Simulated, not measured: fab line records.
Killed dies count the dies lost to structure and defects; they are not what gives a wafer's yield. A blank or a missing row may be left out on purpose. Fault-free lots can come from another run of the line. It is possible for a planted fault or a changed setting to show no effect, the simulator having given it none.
A single fault, viewed from 3 desks | flow n5 finfet | only its own numbers are on each desk; what lay behind them is given at the end

## FOR THE TOOL OWNER'S DESK: rie si-01
The tool's own readings at N5_FIN_SAQP_MANDREL_ETCH_22 (etches a-Si in HBr/Cl2, stops on SiNx, target depth 60 nm, bt time 10 s, time 30 s): means of the sampled wafers that have a number, for each lot that ran on this tool. If a lot's mean is further than 4 standard deviations from the usual mean, the lot is out of limits and carries the mark OUT (the distance appears in the brackets).
Columns: A = drypump motor current A at N5_FIN_SAQP_MANDREL_ETCH_22, usual 5.7 A; B = oes product au at N5_FIN_SAQP_MANDREL_ETCH_22, usual 0.773 a.u.; C = rf fwd power W at N5_FIN_SAQP_MANDREL_ETCH_22, usual 795.2 W; D = throttle valve pct at N5_FIN_SAQP_MANDREL_ETCH_22, usual 35.33 %
lot  | first seen here | A   | B     | C               | D
L451 | day 2 10:09     | 5.1 | 0.776 | 794.1           | 35.31
L460 | day 4 17:07     | 6.0 | 0.767 | 859.7 (+24) OUT | 35.47
L461 | day 5 00:08     | 5.4 | 0.771 | 858.3 (+23) OUT | 35.31
This desk's verdict: out of limits on L460, L461, starting with L460 at day 4 17:07 (rf fwd power W at N5_FIN_SAQP_MANDREL_ETCH_22). In limits: L451.

## THE DEFECT DESK
What the inspections along the route counted, lot by lot: means of the sampled wafers that have a number. If a lot's mean is further than 4 standard deviations from the usual mean, the lot is out of limits and carries the mark OUT (the distance appears in the brackets).
Columns: A = raw defect count at N5_FIN_SAQP_INSPECT_18, usual 439
lot  | first seen here | A
L451 | day 2 09:48     | 454
L452 | day 2 15:23     | 410
L460 | day 4 16:47     | 324
L461 | day 4 23:49     | 383
L462 | day 5 05:46     | 633
L466 | day 6 04:38     | 344
This desk found nothing out of limits on any of the 6 lots.

## METROLOGY DESK
What the gauges read, lot by lot, whatever tool the lot ran on: means of the sampled wafers that have a number. If a lot's mean is further than 4 standard deviations from the usual mean, the lot is out of limits and carries the mark OUT (the distance appears in the brackets).
Columns: A = cd nm at N5_FIN_SAQP_CD_MEAS_16, usual 35.61 nm; B = FIN_CORE_OVL at N5_FIN_SAQP_OVL_MEAS_17, usual 0.1 nm; C = cd nm at N5_FIN_SAQP_CD_MEAS_27, usual 20.28 nm
lot  | first seen here | A     | B    | C
L451 | day 2 09:44     | 35.73 | -1.3 | 20.41
L452 | day 2 15:20     | 36.03 | -0.5 | 20.28
L460 | day 4 16:44     | 35.47 | 0.3  | 20.48
L461 | day 4 23:46     | 35.84 | 0.3  | 20.23
L462 | day 5 05:41     | 35.66 | 0.1  | 20.32
L466 | day 6 04:34     | 35.39 | -0.2 | 20.45
This desk found nothing out of limits on any of the 6 lots.

## PUT TOGETHER
On L460, L461, at day 4 17:07, an alarm was possible from the tool owner's desk.
Nothing the defect desk looked at was out of limits.
From the metrology desk's view, nothing was out of limits.
The defect desk has L460, L461 on record, within its limits.
The metrology desk has L460, L461 on record, within its limits.
Every lot named ran N5_FIN_SAQP_MANDREL_ETCH_22 on rie si-01.

## WHAT HAD BEEN PUT IN BY THE SIMULATOR
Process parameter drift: rie si-01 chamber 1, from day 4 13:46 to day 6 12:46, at N5_FIN_SAQP_MANDREL_ETCH_22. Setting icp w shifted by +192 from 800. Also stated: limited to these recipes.
Shown lots that were struck: L460, L461.
Time in hours from fault onset to the first out-of-limits reading at each desk: the tool owner's desk, 3.
